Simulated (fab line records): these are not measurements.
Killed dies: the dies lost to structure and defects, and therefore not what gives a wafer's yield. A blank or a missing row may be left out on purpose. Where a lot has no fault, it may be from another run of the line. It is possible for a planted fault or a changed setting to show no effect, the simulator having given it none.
Chamber matching | flow n5Finfet | rieDiel-06 running N5_MOL_CONTACT_COAG_ETCH_65: 4 sister chambers
The step etches underlayer in N2/H2, target depth 13 nm, time 10.4 s. 4 wafers are shown with their chamber, then 10 later ones without.

WAFERS, EACH WITH ITS CHAMBER
wafer  | chamber | showerheadPlenumPTorr (Torr)
L085.2 | 3       | 2.60
L087.1 | 1       | 2.48
L088.2 | 2       | 2.69
L088.5 | 0       | 2.70

WAFERS WITHOUT THEIR CHAMBER
wafer  | showerheadPlenumPTorr (Torr)
L088.6 | 2.69
L090.2 | 2.60
L090.3 | 2.47
L090.4 | 2.69
L092.4 | 2.70
L092.5 | 2.47
L092.6 | 2.69
L096.3 | 2.60
L096.5 | 2.70
L096.6 | 2.47

WHICH CHAMBER EACH WENT THROUGH
wafer  | from the rows above     | in truth
L088.6 | can't be placed: 2 or 0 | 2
L090.2 | 3                       | 3
L090.3 | 1                       | 1
L090.4 | can't be placed: 2 or 0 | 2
L092.4 | can't be placed: 0 or 2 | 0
L092.5 | 1                       | 1
L092.6 | can't be placed: 2 or 0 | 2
L096.3 | 3                       | 3
L096.5 | can't be placed: 0 or 2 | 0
L096.6 | 1                       | 1
Correctly placed: 5 of 10. Unplaceable from these rows: 5, with the true chamber sitting among the candidates in 5. Placed wrongly: 0.
How it was worked out, from the rows above alone: a wafer's distance from a chamber is the root of the sum, over the readings, of the square of ((its reading less the chamber's mean) divided by the reading's scatter). If the next closest chamber is less than 2 further off than the closest, the wafer can't be placed; otherwise it belongs to the closest. A chamber's mean is the mean of its shown wafers. The scatter: root of mean squared gap, hidden wafer to nearest shown wafer, with one shown wafer a chamber.
